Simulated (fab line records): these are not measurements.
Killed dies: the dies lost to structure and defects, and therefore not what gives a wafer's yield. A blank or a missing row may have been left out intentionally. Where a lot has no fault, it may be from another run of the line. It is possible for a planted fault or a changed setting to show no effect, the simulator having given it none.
fab line records	flow nand-harc
record lots=13	wafers=39	last-day=24
route steps=1159 shown P_BONDPAD@367 A_ZERO_WELL@401
lots that met no fault: from a run of the same line without faults
start-h: start of the lot's first displayed wafer, in hours after the record's first day	wait-h: hours elapsed since this lot's preceding step	" same as the row above	L1.1+2: one row covering several wafers at once	- value missing, or start not given	* or withheld: withheld	< > ~ a bound
route shown NAME@n: a module of which the file shows steps, and the number in the route of the first	usual: average and standard deviation across the fault-free wafers	same: alike in all rows	chamber/n: place in a boat	sites: each site's reading	_std_site: the values' standard deviation	_edge_site: outer sites' mean less inner sites'	radius-mm: for every site, how far away it sits from the centre of the wafer	mask NAME#n: copy n	behind: the last tool/chamber to shape the wafer	hold: what put the lot on hold/how long, in hours/how the hold closed	device: transistor that didn't switch, given as n, p or np	end of line: at the end of the route, the tests of the same wafers	step lacking rows: just its recipe	killed: dies lost to structure and defects at the first sort, not the wafer's yield	map: shows each die of a wafer: x if killed, . if not, _ if none is there
set.NAME: setting as actually run; set.NAME@STEP: the setting as run at that earlier step	model.NAME: the simulator's own value behind a step, which no gauge read
the route's steps for a sample of lots (tables are steps, rows are wafers)
services: a tool's chamber out of use, with start hour (start-h, from the record's first day; less than 0 if before it), hours out, and reason
## steps
# step NHARC_P_BONDPAD_DESCUM_11
# recipe time-s=3	o2-flow-sccm=200	ar-flow-sccm=0	bias-power-w=0	chemistry=O2
# usual drypump-motor-current-A=6.0/0.45	mfc-ar-sccm=0.0024/0.0027	oes-product-au=0.998/0.0088	rf-vpp-V=57.7/0.89	showerhead-plenum-p-Torr=1.89/0.07	throttle-valve-pct=11.311/0.0087
# same bias-power-w=0
lot.wafer	tool	chamber	start-h	wait-h	drypump-motor-current-A	mfc-ar-sccm	oes-product-au	rf-hours-counter-h	rf-vpp-V	showerhead-plenum-p-Torr	throttle-valve-pct
L309.4	rie-diel-08	1	136.03	-	6.8	0.0039	0.999	0	56.3	1.86	11.303
L309.2	"	3	"	"	5.9	0	0.985	0	56.0	1.83	11.301
L309.6	"	0	"	"	5.8	0.0063	1.003	-	59.2	1.98	11.300
L310.2	rie-diel-13	2	142.80	-	5.5	0	0.999	13	56.5	1.80	11.318
L310.3	"	3	"	"	5.8	0	1.021	16	56.3	1.79	11.304
L310.5	"	1	"	"	5.4	0	1.014	-	57.0	1.95	11.313
L311.3	rie-diel-08	1	146.71	-	6.8	0.0039	0.990	1	57.0	1.86	11.311
L311.2	"	3	"	"	5.9	0	0.982	1	57.4	1.83	11.314
L311.6	"	2	"	"	6.0	0	1.006	-	59.5	1.95	11.316
L312.2	rie-diel-08	3	152.53	-	5.9	0	0.990	1	57.9	1.83	11.319
L312.3	"	1	"	"	6.8	0.0039	0.997	2	57.6	1.86	11.301
L312.5	"	3	"	"	5.9	0	0.987	-	58.0	1.83	11.311
L313.2	rie-diel-08	1	155.67	-	6.8	0.0039	1.001	2	57.6	1.86	11.326
L313.3	"	3	"	"	5.9	0	0.983	1	57.2	1.83	11.307
L313.5	"	0	"	"	5.8	0.0063	0.999	-	58.6	1.97	11.311
L318.2	rie-diel-13	2	187.53	-	5.5	0	0.991	26	56.2	1.79	11.306
L318.3	"	3	"	"	5.8	0	1.006	29	58.9	1.78	11.319
L318.1	"	0	"	"	5.3	0.0067	0.999	27	58.6	1.99	11.305
L321.3	rie-diel-08	1	209.82	-	6.8	0.0039	0.978	7	58.1	1.85	11.305
L321.4	"	2	"	"	6.0	0	0.993	6	56.7	1.94	11.313
L321.1	"	3	"	"	5.9	0	0.993	6	56.9	1.83	11.318
L325.2	rie-diel-08	0	227.14	-	5.8	0.0063	1.018	10	58.1	1.97	11.309
L325.6	"	0	"	"	5.8	0.0063	1.005	-	58.6	1.97	11.299
L325.5	"	1	"	"	6.8	0.0039	1.001	-	56.0	1.85	11.311
L324.1	rie-diel-08	1	227.82	-	6.8	0.0039	0.996	10	58.4	1.85	11.327
L324.2	"	3	"	"	5.9	0	0.997	9	56.7	1.83	11.309
L324.6	"	1	"	"	6.8	0.0039	0.996	-	57.0	1.85	11.308
L326.3	rie-diel-08	1	234.77	-	6.8	0.0039	1.003	10	57.4	1.85	11.311
L326.2	"	0	"	"	5.8	0.0063	1.010	10	58.1	1.97	11.340
L326.6	"	1	"	"	6.8	0.0039	1.002	-	58.9	1.85	11.316
L329.3	rie-diel-08	3	244.59	-	5.9	0	0.991	10	57.0	1.83	11.318
L329.4	"	2	"	"	5.9	0	0.993	9	58.4	1.94	11.316
L329.5	"	3	"	"	5.9	0	0.993	-	57.0	1.83	11.296
L328.3	rie-diel-13	0	244.85	-	5.3	0.0067	0.989	49	58.7	1.98	11.318
L328.2	"	1	"	"	5.4	0	1.009	43	57.8	1.94	11.307
L328.5	"	2	"	"	5.5	0	1.004	-	57.2	1.79	11.292
L331.3	rie-diel-13	3	265.42	-	5.8	0	1.014	57	57.5	1.77	11.313
L331.5	"	1	"	"	5.4	0	0.993	-	58.1	1.94	11.301
L331.6	"	2	"	"	5.5	0	1.000	-	56.9	1.79	11.308
# step NHARC_P_BONDPAD_DEGAS_25
# recipe temp-c=300	time-s=60
# usual heater-power-w=461/55
lot.wafer	tool	chamber	start-h	wait-h	heater-power-w
L309.4	pvd-sputter-02	-	136.96	-	447
L309.2	"	-	"	"	444
L309.6	"	-	"	"	450
L310.2	pvd-sputter-03	-	143.73	-	464
L310.3	"	-	"	"	460
L310.5	"	-	"	"	469
L311.2	pvd-sputter-03	-	147.66	-	466
L311.3	"	-	"	"	423
L311.6	"	-	"	"	470
L312.3	pvd-sputter-02	-	153.46	-	599
L312.2	"	-	"	"	418
L312.5	"	-	"	"	589
L313.2	pvd-sputter-03	-	156.60	-	489
L313.3	"	-	"	"	427
L313.5	"	-	"	"	477
L318.3	pvd-sputter-01	-	188.47	-	415
L318.1	"	-	"	"	506
L318.2	"	-	"	"	449
L321.1	pvd-sputter-02	-	210.89	-	418
L321.3	"	-	"	"	441
L321.4	"	-	"	"	583
L325.2	pvd-sputter-03	-	228.10	-	424
L325.6	"	-	"	"	431
L325.5	"	-	"	"	421
L324.2	pvd-sputter-01	-	228.77	-	444
L324.1	"	-	"	"	446
L324.6	"	-	"	"	441
L326.2	pvd-sputter-02	-	235.74	-	443
L326.3	"	-	"	"	618
L326.6	"	-	"	"	447
L329.4	pvd-sputter-03	-	245.54	-	424
L329.3	"	-	"	"	465
L329.5	"	-	"	"	427
L328.2	pvd-sputter-02	-	245.78	-	617
L328.3	"	-	"	"	443
L328.5	"	-	"	"	446
L331.3	pvd-sputter-02	-	266.38	-	443
L331.6	"	-	"	"	441
L331.5	"	-	"	"	628
# step NHARC_A_ZERO_WELL_CD_MEAS_10
# recipe target-cd-nm=2000	landing-energy-ev=500
# usual cd-nm=2000.7/1.5
lot.wafer	tool	chamber	start-h	wait-h	cd-nm
L309.2	cd-sem-01	0	139.80	-	1998.7
L309.4	"	0	"	"	1998.9
L309.6	"	0	"	"	1999.8
L310.2	cd-sem-03	0	146.55	-	2001.9
L310.3	"	0	"	"	2001.3
L310.5	"	0	"	"	1997.6
L311.2	cd-sem-03	0	150.46	-	2001.2
L311.3	"	0	"	"	2003.0
L311.6	"	0	"	"	2001.6
L312.2	cd-sem-01	0	156.38	-	1998.8
L312.3	"	0	"	"	2000.7
L312.5	"	0	"	"	1998.9
L313.2	cd-sem-01	0	159.40	-	1999.8
L313.3	"	0	"	"	1999.5
L313.5	"	0	"	"	2000.3
L318.1	cd-sem-02	0	191.29	-	1999.8
L318.2	"	0	"	"	2001.3
L318.3	"	0	"	"	2002.3
L321.1	cd-sem-02	0	213.80	-	1999.5
L321.3	"	0	"	"	2000.9
L321.4	"	0	"	"	1999.4
L325.2	cd-sem-01	0	231.07	-	2000.0
L325.5	"	0	"	"	1999.6
L325.6	"	0	"	"	1999.0
L324.1	cd-sem-02	0	231.71	-	2000.6
L324.2	"	0	"	"	1999.8
L324.6	"	0	"	"	1998.4
L326.2	cd-sem-03	0	238.84	-	2002.3
L326.3	"	0	"	"	2001.5
L326.6	"	0	"	"	2003.1
L329.3	cd-sem-01	0	248.46	-	2001.9
L329.4	"	0	"	"	1999.9
L329.5	"	0	"	"	2002.3
L328.2	cd-sem-01	0	248.60	-	2002.7
L328.3	"	0	"	"	2001.3
L328.5	"	0	"	"	2003.9
L331.3	cd-sem-03	0	269.21	-	2000.4
L331.5	"	0	"	"	2003.0
L331.6	"	0	"	"	1998.6
# step NHARC_A_ZERO_WELL_IMPLANT_15
# recipe energy-kev=150	dose-cm2=1e+13	tilt-deg=7
# usual end-station-pressure-torr=5.1e-06/3e-07
lot.wafer	tool	chamber	start-h	wait-h	end-station-pressure-torr
L309.2	implanter-02	0	140.75	0.1	5.4e-06
L309.4	"	0	"	"	5.6e-06
L309.6	"	0	"	"	4.9e-06
L310.2	implanter-02	0	147.51	0.1	4.9e-06
L310.3	"	0	"	"	5.3e-06
L310.5	"	0	"	"	5.2e-06
L311.2	implanter-02	0	151.40	0.1	5.3e-06
L311.3	"	0	"	"	5.3e-06
L311.6	"	0	"	"	5.2e-06
L312.2	implanter-02	0	157.36	0.1	5e-06
L312.3	"	0	"	"	5.3e-06
L312.5	"	0	"	"	4.7e-06
L313.2	implanter-01	0	160.35	0.1	5.6e-06
L313.3	"	0	"	"	5.5e-06
L313.5	"	0	"	"	5.3e-06
L313.2	implanter-01	0	160.75	0.4	5.2e-06
L313.3	"	0	"	"	5.1e-06
L313.5	"	0	"	"	5.1e-06
L318.1	implanter-02	0	192.23	0.1	5.5e-06
L318.2	"	0	"	"	4.9e-06
L318.3	"	0	"	"	4.4e-06
L318.1	implanter-02	0	192.62	0.4	4.9e-06
L318.2	"	0	"	"	4.8e-06
L318.3	"	0	"	"	5.2e-06
L321.1	implanter-02	0	214.78	0.1	5e-06
L321.3	"	0	"	"	5.4e-06
L321.4	"	0	"	"	5.3e-06
L325.2	implanter-01	0	232.01	0.1	4.7e-06
L325.5	"	0	"	"	5.2e-06
L325.6	"	0	"	"	5.5e-06
L324.1	implanter-01	0	232.63	0.1	5.3e-06
L324.2	"	0	"	"	4.9e-06
L324.6	"	0	"	"	5.2e-06
L326.2	implanter-01	0	239.79	0.1	4.6e-06
L326.3	"	0	"	"	5.5e-06
L326.6	"	0	"	"	5.3e-06
L329.3	implanter-01	0	249.46	0.1	5e-06
L329.4	"	0	"	"	4.6e-06
L329.5	"	0	"	"	5.2e-06
L328.2	implanter-02	0	249.54	0.1	4.7e-06
L328.3	"	0	"	"	5e-06
L328.5	"	0	"	"	5.1e-06
L331.3	implanter-02	0	270.18	0.1	4.9e-06
L331.5	"	0	"	"	5.1e-06
L331.6	"	0	"	"	5.3e-06
## services
tool	chamber	start-h	hours	kind
rie-diel-13	2	119.04	3.8	repair
rie-diel-08	-	124.80	9.0	pm
rie-diel-08	0	124.80	9.0	vent-cycle
rie-diel-08	1	124.80	9.0	vent-cycle
rie-diel-08	2	124.80	9.0	vent-cycle
rie-diel-08	3	124.80	9.0	vent-cycle
rie-diel-08	0	133.80	-	clean
rie-diel-08	1	133.80	-	clean
rie-diel-08	2	133.80	-	clean
rie-diel-08	3	133.80	-	clean
rie-diel-13	1	144.18	5.4	repair
rie-diel-08	0	158.30	-	clean
rie-diel-08	1	158.30	-	clean
rie-diel-08	2	158.30	-	clean
pvd-sputter-01	-	158.36	10.0	pm
rie-diel-13	1	165.26	10.3	repair
implanter-02	-	180.45	2.3	repair
pvd-sputter-03	-	200.98	2.4	repair
implanter-01	-	208.58	3.7	repair
pvd-sputter-02	-	214.02	10.0	pm
rie-diel-08	2	217.48	6.4	repair
pvd-sputter-01	-	242.87	4.6	repair
rie-diel-08	0	256.90	5.9	repair
rie-diel-08	0	268.76	5.8	repair
## key
first-sign step=NHARC_A_ZERO_WELL_IMPLANT_15	reading=visit	direction=added
effect none on later readings
met-at NHARC_A_ZERO_WELL_IMPLANT_15
struck-lots L313,L318
tester-left-out L313,L318
not-acting-at NHARC_P_BONDPAD_DESCUM_11,NHARC_P_BONDPAD_DEGAS_25,NHARC_A_ZERO_WELL_CD_MEAS_10
fault kind=repeated-step-whole	tool=implanter-01,implanter-02	chamber=-	onset-h=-	steps=NHARC_A_ZERO_WELL_IMPLANT_15	times=1	scope=struck-lots-only
# tester-left-out: of these lots the tester's yield and bins aren't shown, on N5 and GAA mostly nor the transistor test; their killed dies are dies lost to structure and defects alone, not to doping, threshold or leakage, so they don't give the yield
